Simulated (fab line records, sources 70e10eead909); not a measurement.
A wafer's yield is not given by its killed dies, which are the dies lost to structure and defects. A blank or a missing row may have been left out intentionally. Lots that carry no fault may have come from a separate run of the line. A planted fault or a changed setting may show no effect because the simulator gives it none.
Chamber matching -- flow nandHarc -- 3 sister chambers for NHARC_P_GATE_DEP_103 on pecvd-01
The step deposits SiON, target thk 30 nm. 3 wafers are shown with their chamber, then 9 later ones without.

== WAFERS PAIRED WITH THEIR CHAMBERS ==
wafer,chamber,heaterPowerW (W)
L088.1,2,893
L088.4,0,792
L090.6,1,699

== WAFERS WITH NO CHAMBER GIVEN ==
wafer,heaterPowerW (W)
L092.1,822
L092.2,622
L092.4,626
L092.3,825
L092.5,845
L092.6,621
L093.2,956
L093.4,696
L093.6,932

== EACH ONE'S CHAMBER ==
wafer,from the rows above,in truth
L092.1,can't be placed: 0 or 2 or 1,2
L092.2,can't be placed: 1 or 0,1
L092.4,can't be placed: 1 or 0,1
L092.3,can't be placed: 0 or 2 or 1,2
L092.5,can't be placed: 2 or 0 or 1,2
L092.6,can't be placed: 1 or 0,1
L093.2,can't be placed: 2 or 0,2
L093.4,can't be placed: 1 or 0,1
L093.6,can't be placed: 2 or 0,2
0 of 9 placed correctly. Unplaceable from these rows: 9, with the true chamber sitting among the candidates in 9. 0 placed wrongly.
How it was worked out, from the rows above alone: a wafer's distance from a chamber is the root of the sum, over the readings, of the square of ((its reading less the chamber's mean) divided by the reading's scatter). If the next closest chamber is less than 2 further off than the closest, the wafer can't be placed; otherwise it belongs to the closest. A chamber's mean is the mean of its shown wafers. The scatter: with one shown wafer a chamber, the root of the mean of the squares of how far each hidden wafer lies from its nearest shown one.
